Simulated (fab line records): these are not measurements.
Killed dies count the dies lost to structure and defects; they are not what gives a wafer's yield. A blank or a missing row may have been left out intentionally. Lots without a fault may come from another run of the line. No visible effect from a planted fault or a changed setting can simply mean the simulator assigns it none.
Split-lot experiment ; flow n5-finfet ; on a route of 1938 steps: 7 lots, 21 wafers read

== SPLIT DETAILS ==
At N5_BEOL_M11_PECVD_70 (deposits SiO2 from TEOS/O2, target thk 20 nm, time 22.7 s), the setting temp-c was moved away from the recipe's 400 C on 7 of the 21 wafers read, by -4.3% to +3.9%. The other wafers ran this setting at the recipe's value.

The reading comes from the split's own step.

== THE READING ==
SiO2_of_BEOL_M11_PECVD_70.thk-nm (the simulator's own value, which no gauge read), in nm, at N5_BEOL_M11_PECVD_70 (deposits SiO2 from TEOS/O2, target thk 20 nm, time 22.7 s). There is no usual value for it anywhere in the file. Across the 14 wafers here that went through the recipe, the average is 19.9 nm and the standard deviation 0.32 nm.

wafer;tool, chamber at the split;temp-c as run, C;against the recipe;SiO2_of_BEOL_M11_PECVD_70.thk-nm, nm;against lot-mates on the recipe
L076.1;pecvd-04, 0;400;recipe;19.8;-
L076.4;pecvd-04, 0;388.1;-3.0%;21.4;+1.5
L076.5;pecvd-04, 2;400;recipe;20;-
L075.2;pecvd-03, 1;391.6;-2.1%;20.8;+0.6
L075.3;pecvd-03, 2;400;recipe;20.2;-
L075.4;pecvd-03, 2;391.6;-2.1%;21.4;+1.2
L078.1;pecvd-03, 1;400;recipe;19.4;-
L078.4;pecvd-03, 2;400;recipe;20.6;-
L078.6;pecvd-03, 2;400;recipe;20.2;-
L084.1;pecvd-02, 1;400;recipe;19.6;-
L084.2;pecvd-02, 2;400;recipe;19.8;-
L084.5;pecvd-02, 2;400;recipe;19.8;-
L090.1;pecvd-02, 0;400;recipe;20;-
L090.2;pecvd-02, 1;382.7;-4.3%;22;+2.0
L090.4;pecvd-02, 0;382.7;-4.3%;22.6;+2.6
L095.1;pecvd-03, 1;400;recipe;19.4;-
L095.2;pecvd-03, 2;400;recipe;20.2;-
L095.6;pecvd-03, 1;400;recipe;20;-
L094.1;pecvd-02, 0;415.7;+3.9%;17.8;-2.0
L094.3;pecvd-02, 2;400;recipe;19.8;-
L094.5;pecvd-02, 2;415.7;+3.9%;18;-1.8

THE FIT
A straight line over all 21 wafers: SiO2_of_BEOL_M11_PECVD_70.thk-nm changes by -0.532 nm for each +1% of temp-c; r = -0.96; the points scatter about the line by 0.31 nm.
The same after taking each lot's own level away (the mean of its wafers on the recipe; 21 wafers): -0.501 nm for each +1%; r = -0.96; scatter 0.29 nm.
According to that fit, moving temp-c by its largest amount changes the reading by 2.2 nm.
Measured against the standard deviation above, the lots' own levels, which go from 19.73 to 20.20 nm, span 1.5 times it.
Hence the lot-to-lot level has little effect on the slope; both slopes agree.
Check: for one of the wafers moved furthest among these (-4.3%), held out of the fit, the line's prediction against its lot-mates is +2.22 nm. Against them it came out at +2 nm.

== FURTHER SPLITS ON THESE WAFERS ==
Note: prior to the reading, these wafers also went through further splits. Each is held against what the fit with the lots' levels taken away leaves over:
other split on the same wafers;wafers away from the commonest value;r with SiO2_of_BEOL_M11_PECVD_70.thk-nm (lot level and that fit taken away)
N5_BEOL_M7_PECVD_70 temp-c;9;-0.26
N5_BEOL_M7_DESCUM_33 time-s;5;+0.32
N5_BEOL_M7_VIA_ETCH_34 source-w;8;-0.07
N5_BEOL_M9_HM_DEP_02 target-thk-a;2;+0.04
N5_BEOL_M9_COAT_05 spin-rpm;8;-0.18
N5_BEOL_M10_COAT_64 spin-rpm;6;-0.01
N5_BEOL_M10_DEVELOP_27 develop-time-s;11;-0.12

== FILE'S OWN FIT ==
SiO2_of_BEOL_M11_PECVD_70.thk-nm changes by -0.502 nm for each +1% of temp-c, r = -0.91.
